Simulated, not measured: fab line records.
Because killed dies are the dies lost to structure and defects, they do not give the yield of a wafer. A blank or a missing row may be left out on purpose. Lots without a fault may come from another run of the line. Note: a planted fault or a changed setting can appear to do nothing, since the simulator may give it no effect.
Which of the tools did it?    flow n5Finfet    12 lots, 36 wafers sampled, at 6 steps of a route of 1938

## WHAT THE GAUGES READ, wafer by wafer
N5_BEOL_M2_CD_MEAS_28: target cd 26.2 nm, target cd y 24.1 nm.
lot   measured      on        cdNm (nm)
L075  day 7 01:02   cdSem-03  26.08 26.28 26.39
L077  day 7 01:40   cdSem-03  26.04 25.95 26.36
L079  day 7 14:20   cdSem-03  25.65 26.04 25.89
L080  day 8 14:07   cdSem-03  26.02 26.13 25.94
L083  day 9 01:14   cdSem-03  25.88 25.89 26.53
L085  day 9 10:23   cdSem-01  26.50 26.24 26.09
L087  day 10 08:26  cdSem-02  26.08 26.31 26.42
L088  day 10 10:06  cdSem-03  26.48 26.29 26.22
L091  day 11 05:23  cdSem-02  26.51 25.84 26.07
L095  day 11 18:34  cdSem-03  25.95 25.90 26.18
L094  day 11 22:44  cdSem-02  26.48 26.51 26.54
L097  day 12 15:17  cdSem-01  26.15 26.19 25.88

## EACH LOT AND THE TOOL THAT RAN IT (in order: tool; ch and the chambers of the sampled wafers; start)
lot   N5_BEOL_M1_ANNEAL_80         N5_BEOL_M1_SPUTTER_86        N5_BEOL_M1_SPUTTER_94        N5_BEOL_M2_ILD_DEP_00          N5_BEOL_M2_DESCUM_16
L075  pvdSputter-03, day 6 18:05   pvdSputter-03, day 6 18:26   pvdSputter-03, day 6 19:19   pecvd-04 ch 0,1, day 6 20:41   rieDiel-01 ch 0,2, day 7 00:15
L077  pvdSputter-01, day 6 20:07   pvdSputter-01, day 6 20:28   pvdSputter-01, day 6 21:21   pecvd-03 ch 1,2, day 6 22:41   rieDiel-01 ch 0,2,3, day 7 00:55
L079  pvdSputter-03, day 7 09:22   pvdSputter-03, day 7 09:44   pvdSputter-03, day 7 10:37   pecvd-02 ch 0,1, day 7 11:56   rieDiel-02 ch 0,1, day 7 13:20
L080  pvdSputter-01, day 8 08:55   pvdSputter-01, day 8 09:17   pvdSputter-01, day 8 10:10   pecvd-02 ch 0,2, day 8 11:30   rieDiel-06 ch 0,2,3, day 8 13:22
L083  pvdSputter-01, day 8 20:13   pvdSputter-01, day 8 20:35   pvdSputter-01, day 8 21:28   pecvd-04 ch 1,2, day 8 22:53   rieDiel-06 ch 0,3, day 9 00:23
L085  pvdSputter-01, day 9 05:58   pvdSputter-01, day 9 06:19   pvdSputter-01, day 9 07:12   pecvd-02 ch 0,1, day 9 08:32   rieDiel-01 ch 0,2,3, day 9 09:25
L087  pvdSputter-03, day 9 23:49   pvdSputter-03, day 10 00:11  pvdSputter-03, day 10 03:25  pecvd-04 ch 1,2, day 10 04:49  rieDiel-01 ch 0,1,2, day 10 07:41
L088  pvdSputter-03, day 10 05:20  pvdSputter-03, day 10 05:41  pvdSputter-03, day 10 06:34  pecvd-03 ch 0,1, day 10 07:59  rieDiel-01 ch 0,1,3, day 10 09:02
L091  pvdSputter-01, day 11 00:32  pvdSputter-01, day 11 00:54  pvdSputter-01, day 11 01:47  pecvd-04 ch 0,1, day 11 03:20  rieDiel-01 ch 1,2,3, day 11 04:37
L095  pvdSputter-02, day 11 12:33  pvdSputter-02, day 11 12:55  pvdSputter-02, day 11 13:47  pecvd-04 ch 0,2, day 11 15:07  rieDiel-02 ch 1,2,3, day 11 17:43
L094  pvdSputter-03, day 11 18:27  pvdSputter-03, day 11 18:49  pvdSputter-03, day 11 19:41  pecvd-03 ch 0,1, day 11 21:01  rieDiel-06 ch 0,2,3, day 11 21:52
L097  pvdSputter-01, day 12 09:59  pvdSputter-01, day 12 10:20  pvdSputter-01, day 12 11:13  pecvd-02 ch 0,1, day 12 12:44  rieDiel-01 ch 1,2,3, day 12 14:26
- N5_BEOL_M1_ANNEAL_80: time 240 s.
- N5_BEOL_M1_SPUTTER_86: material Cu, target thk 4.5 nm, time 8.29 s.
- N5_BEOL_M1_SPUTTER_94: material Cu, target thk 4.5 nm, time 8.29 s.
- N5_BEOL_M2_ILD_DEP_00: deposits SiOC from DEMS/O2, target thk 79 nm, time 15.3 s.
- N5_BEOL_M2_DESCUM_16: chemistry O2, time 7 s.

## THE ANSWER, worked out from the rows above alone
Rule: the lots themselves supply what counts as usual. Put in order of their means at a reading, lots are off if they are a third of the lots or fewer, leave a main group of 4 or more, and stand apart from it by a gap of 3 or more times the standard deviation of the main group's means; of several such gaps the widest counts. Not used: any main group whose means are identical at the precision the tables above print for the reading. A lot without any number at a reading at which 4 lots or more have one is off too. Any other lot the step has rows for is counted as sound.
Nothing can be told from this: no lot is off at any reading shown.

## WHAT THE SIMULATOR HAD INSERTED
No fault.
